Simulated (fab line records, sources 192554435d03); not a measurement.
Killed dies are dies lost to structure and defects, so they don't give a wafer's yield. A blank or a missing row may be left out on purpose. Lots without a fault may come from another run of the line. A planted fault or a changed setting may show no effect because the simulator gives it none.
Split-lot experiment | flow n5_finfet | 7 lots, 39 wafers read, on a route of 1938 steps

THE SPLIT
At N5_BEOL_M13_SPUTTER_44 (material Ta, target thk 10 nm, time 16.13 s), the setting target_thk_a was moved away from the recipe's 100 angstrom on 12 of the 39 wafers read, by -51.2% to -23.1%. The other wafers ran this setting at the recipe's value.

FROM THE SPLIT TO THE READING: what the file shows between them, 3 steps
- N5_BEOL_M13_SPUTTER_45: material Cu, target thk 80 nm, time 13.33 s
- N5_BEOL_M13_ECD_47: material Cu, target thk 936 nm
- N5_BEOL_M13_ANNEAL_48: time 90 s

THE READING
barrier_field_endpoint_s, in s, at N5_BEOL_M13_CMP_49 (polishes, stops on SiOC, t overpolish 17.1 s, target thk 420 nm). Fault-free wafers of this fab line usually give 30.5 s, standard deviation 0.69 s.

wafer  | tool, chamber at the split | target_thk_a as run, angstrom | against the recipe | barrier_field_endpoint_s, s | against lot-mates on the recipe
L075.4 | pvd_sputter-03, -          | 100                           | recipe             | 30.5                        | -
L075.3 | pvd_sputter-03, -          | 100                           | recipe             | 29.5                        | -
L075.1 | pvd_sputter-03, -          | 69.95                         | -30.0%             | 27.2                        | -2.8
L075.2 | pvd_sputter-03, -          | 69.95                         | -30.0%             | 26.5                        | -3.5
L075.5 | pvd_sputter-03, -          | 69.95                         | -30.0%             | 26.9                        | -3.1
L075.6 | pvd_sputter-03, -          | 100                           | recipe             | 29.9                        | -
L078.3 | pvd_sputter-02, -          | 100                           | recipe             | 30.4                        | -
L078.1 | pvd_sputter-02, -          | 100                           | recipe             | 29.9                        | -
L078.2 | pvd_sputter-02, -          | 100                           | recipe             | 29.5                        | -
L078.4 | pvd_sputter-02, -          | 100                           | recipe             | 30.5                        | -
L078.5 | pvd_sputter-02, -          | 100                           | recipe             | 30.4                        | -
L078.6 | pvd_sputter-02, -          | 100                           | recipe             | 29.7                        | -
L082.4 | pvd_sputter-01, -          | 100                           | recipe             | 30.8                        | -
L082.2 | pvd_sputter-01, -          | 76.94                         | -23.1%             | 28.0                        | -3.3
L082.3 | pvd_sputter-01, -          | 100                           | recipe             | 31.8                        | -
L082.1 | pvd_sputter-01, -          | 76.94                         | -23.1%             | 28.3                        | -3.0
L082.5 | pvd_sputter-01, -          | 76.94                         | -23.1%             | 28.1                        | -3.2
L082.6 | pvd_sputter-01, -          | 100                           | recipe             | 31.4                        | -
L086.3 | pvd_sputter-03, -          | 100                           | recipe             | 31.0                        | -
L086.1 | pvd_sputter-03, -          | 100                           | recipe             | 30.2                        | -
L086.2 | pvd_sputter-03, -          | 100                           | recipe             | 31.0                        | -
L086.4 | pvd_sputter-03, -          | 76.9                          | -23.1%             | 27.9                        | -2.8
L086.6 | pvd_sputter-03, -          | 76.9                          | -23.1%             | 27.7                        | -3.0
L086.5 | pvd_sputter-03, -          | 76.9                          | -23.1%             | 28.4                        | -2.3
L087.4 | pvd_sputter-02, -          | 100                           | recipe             | 30.1                        | -
L087.3 | pvd_sputter-02, -          | 100                           | recipe             | 30.1                        | -
L087.2 | pvd_sputter-02, -          | 100                           | recipe             | 30.7                        | -
L090.1 | pvd_sputter-03, -          | 48.8                          | -51.2%             | 24.4                        | -6.3
L090.2 | pvd_sputter-03, -          | 48.8                          | -51.2%             | 24.4                        | -6.3
L090.3 | pvd_sputter-03, -          | 100                           | recipe             | 30.3                        | -
L090.4 | pvd_sputter-03, -          | 100                           | recipe             | 31.1                        | -
L090.6 | pvd_sputter-03, -          | 48.8                          | -51.2%             | 24.6                        | -6.1
L090.5 | pvd_sputter-03, -          | 100                           | recipe             | 30.8                        | -
L096.4 | pvd_sputter-03, -          | 100                           | recipe             | 31.0                        | -
L096.2 | pvd_sputter-03, -          | 100                           | recipe             | 31.9                        | -
L096.3 | pvd_sputter-03, -          | 100                           | recipe             | 31.4                        | -
L096.1 | pvd_sputter-03, -          | 100                           | recipe             | 31.5                        | -
L096.5 | pvd_sputter-03, -          | 100                           | recipe             | 31.0                        | -
L096.6 | pvd_sputter-03, -          | 100                           | recipe             | 31.3                        | -

THE FIT
A straight line over all 39 wafers: barrier_field_endpoint_s changes by +0.12 s for each +1% of target_thk_a; r = +0.96; the points scatter about the line by 0.58 s.
The same after taking each lot's own level away (the mean of its wafers on the recipe; 39 wafers): +0.12 s for each +1%; r = +0.98; scatter 0.38 s.
On that fit, the largest move of target_thk_a shifts the reading by 6.1 s.
The lots' own levels span 29.97 to 31.35 s, that is 2.0 times the standard deviation above.
So the lot-to-lot level changes the slope little: the two slopes agree.
Check: with one of the wafers moved furthest among these (-51.2%) left out of the fit, the line predicts -6.1 s for it against its lot-mates. It came out at -6.33 s against them.

THE WHOLE CHAIN: every reading that the file lists as answering this split, in the file's order
step                   | what it does                                                    | reading                                                                           | change (the file's fit)                | r (the file's)
N5_BEOL_M13_SPUTTER_44 | material Ta, target thk 10 nm, time 16.13 s                     | Ta_of_BEOL_M13_SPUTTER_44.thk_nm (the simulator's own value, which no gauge read) | +0.0994 nm for each +1% of the setting | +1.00
N5_BEOL_M13_CMP_49     | polishes, stops on SiOC, t overpolish 17.1 s, target thk 420 nm | barrier_field_endpoint_s                                                          | +0.12 s for each +1% of the setting    | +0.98

THE FILE'S OWN FIT
barrier_field_endpoint_s changes by +0.12 s for each +1% of target_thk_a, r = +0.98.
